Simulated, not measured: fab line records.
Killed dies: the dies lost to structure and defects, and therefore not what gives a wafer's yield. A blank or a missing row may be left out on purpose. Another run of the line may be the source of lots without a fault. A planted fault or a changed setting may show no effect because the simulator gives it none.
Comparing a struck lot with a sound one	flow n5 finfet	37 out of 1938 route steps
Sound: wafers L973.3, L973.5, L973.6. Struck: wafers L960.1, L960.2, L960.4. Last of all comes the cause.
Each step with rows lists, per side, the tool, then ch with its chambers, then its first start. Under that, the readings that differ: sound wafers	struck wafers	difference of the means	sigmas: that difference in standard deviations of wafers without a fault.
alike: same words and numbers on both sides, and readings whose means sit less than 2 such deviations apart. not compared: any withheld reading, any reading some wafer has no value for, any bound like >300 that may hide the same value, and any number with overlapping values for which the record gives no deviation.
A row with sigmas, a row that says differs or no value, or rows on one side alone: a step with any of these is where the two part. Numbers that have no deviation but don't overlap get no sigmas and don't part them. Lack of a reading on every wafer of one side parts them only where that side has two or more wafers.

first, 9 steps without rows for these wafers: N5_WELL_APT_COAT_02 (resist thk 950 nm); N5_WELL_APT_EBR_04; N5_WELL_APT_SOFTBAKE_03 (time 60 s); N5_WELL_APT_EXPOSE_05 (exposes mask NWELL, defocus 0 nm, target cd 200 nm); N5_WELL_APT_PEB_06 (peb time 90 s); N5_WELL_APT_DEVELOP_07 (develop time 45 s); N5_WELL_APT_HARDBAKE_12 (time 120 s); N5_WELL_APT_DESCUM_13 (chemistry O2, time 7.9 s); N5_WELL_APT_IMPLANT_14.
N5_WELL_APT_IMPLANT_15:
  sound on implanter-01 ch 0, day 7 02:16; struck on implanter-01 ch 0, day 3 20:16
reading	sound	struck	difference	sigmas
dose ions cm2	1.498e+13 1.5012e+13 1.5009e+13	7.77e+12 7.754e+12 7.751e+12	-7.24e+12	-99 or more
faraday current uA	193 187 193	100 101 96	-92	-24
then, 25 steps without rows for these wafers: N5_WELL_APT_STRIP_16 (strips in SPM, time 900 s); N5_WELL_APT_HMDS_18 (time 60 s); N5_WELL_APT_COAT_19 (resist thk 950 nm); N5_WELL_APT_EBR_21; N5_WELL_APT_SOFTBAKE_20 (time 60 s); N5_WELL_APT_EXPOSE_22 (exposes mask PWELL, defocus 0 nm, target cd 200 nm); N5_WELL_APT_PEB_23 (peb time 90 s); N5_WELL_APT_DEVELOP_24 (develop time 45 s); N5_WELL_APT_HARDBAKE_29 (time 120 s); N5_WELL_APT_DESCUM_30 (chemistry O2, time 7.9 s); N5_WELL_APT_IMPLANT_31; N5_WELL_APT_IMPLANT_32; N5_WELL_APT_STRIP_33 (strips in SPM, time 900 s); N5_WELL_APT_RTA_34 (time 10 s); N5_WELL_APT_OXIDE_STRIP_42 (strips SiO2 in dHF, time 45 s, target depth 12 nm); N5_WELL_APT_PRECLEAN_36 (cleans in O3/DIW, time 45 s); N5_WELL_APT_PRECLEAN_39 (cleans in dHF, time 60 s); N5_WELL_APT_SRD_37 (time 30 s); N5_WELL_APT_EPI_41 (deposits Si from SiH4/H2, target thk 50 nm, time 297.7 s); N5_PMOS_HMC_CHANNEL_EPI_HM_DEP_34 (deposits SiO2 from TEOS/O2, target thk 36 nm, time 6.9 s); N5_PMOS_HMC_CHANNEL_EPI_COAT_31 (time 60 s, resist thk 66 nm); N5_PMOS_HMC_CHANNEL_EPI_COAT_03 (resist thk 205 nm); N5_PMOS_HMC_CHANNEL_EPI_EBR_05; N5_PMOS_HMC_CHANNEL_EPI_SOFTBAKE_04 (time 60 s); N5_PMOS_HMC_CHANNEL_EPI_EXPOSE_06 (exposes mask PMOS HMC BLK, target cd 240 nm).
-- record jumps: 7 days separate the struck wafers' starts on either side; left off in module PMOS_HMC_CHANNEL_EPI, taken up again in module BEOL_M4, whose first shown step is the route's number 1111 --
N5_BEOL_M4_RC_MEAS_101:
  sound on prober-01 ch 0, day 14 19:47; struck on prober-01 ch 0, day 10 08:58
reading	sound	struck	difference	sigmas
CJ_P	5.90 5.92 5.75	3.92 4.15 4.09	-1.80	-9
  alike: DIBL_N, DIBL_P, IOFF_N, IOFF_P, ION_N, ION_P, SS_N, SS_P, VT_N, VT_P
after that, 1 step had no rows for these wafers: N5_PASSIVATION_PROBE_49.

== WHERE THEY PART ==
First at N5_WELL_APT_IMPLANT_15; last, within this record, at N5_BEOL_M4_RC_MEAS_101.

WHY: whatever the simulator had introduced
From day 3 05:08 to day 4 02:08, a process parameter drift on implanter-01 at N5_WELL_APT_IMPLANT_15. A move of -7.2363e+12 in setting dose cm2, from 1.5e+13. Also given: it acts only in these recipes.
